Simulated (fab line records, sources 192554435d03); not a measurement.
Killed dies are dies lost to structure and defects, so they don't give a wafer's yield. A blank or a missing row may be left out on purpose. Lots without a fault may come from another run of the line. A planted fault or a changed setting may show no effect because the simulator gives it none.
Chamber matching | flow n5_finfet | N5_BEOL_M4_PRE_CLEAN_60 on cvd_co-02: 3 sister chambers
The step time 15 s. 14 wafers are shown with their chamber, then 7 later ones without.

WAFERS WITH THEIR CHAMBER
wafer  | chamber | heater_power_w (W)
L905.3 | 2       | 133
L905.5 | 2       | 132
L905.6 | 1       | 105
L906.1 | 1       | 103
L906.3 | 2       | 136
L906.4 | 1       | 104
L909.1 | 2       | 136
L909.5 | 2       | 132
L909.6 | 0       | 83
L908.1 | 1       | 103
L908.4 | 0       | 85
L908.5 | 2       | 130
L910.1 | 0       | 83
L910.3 | 1       | 104

SIGNATURES (means of the wafers above)
reading        | chamber 0 | chamber 1 | chamber 2 | scatter within a chamber
heater_power_w | 83.67     | 103.80    | 133.17    | 1.77
Rule: a wafer's distance from a chamber is the root of the sum, over the readings, of the square of ((its reading less the chamber's mean) divided by the reading's scatter). The wafer belongs to the nearest chamber; if the next one is less than 2 further off, it can't be placed. The scatter: the root of (the sum of the squares of (reading less its chamber's mean) over the shown wafers, divided by (wafers less chambers)).

WAFERS WITHOUT THEIR CHAMBER
wafer  | heater_power_w (W)
L910.5 | 135
L914.1 | 102
L914.5 | 136
L914.6 | 102
L915.2 | 135
L915.4 | 103
L915.6 | 135

WHICH CHAMBER EACH WENT THROUGH
wafer  | from the rows above | in truth
L910.5 | 2                   | 2
L914.1 | 1                   | 1
L914.5 | 2                   | 2
L914.6 | 1                   | 1
L915.2 | 2                   | 2
L915.4 | 1                   | 1
L915.6 | 2                   | 2
Placed correctly: 7 of 7. Can't be placed from these rows: 0. Placed wrongly: 0.
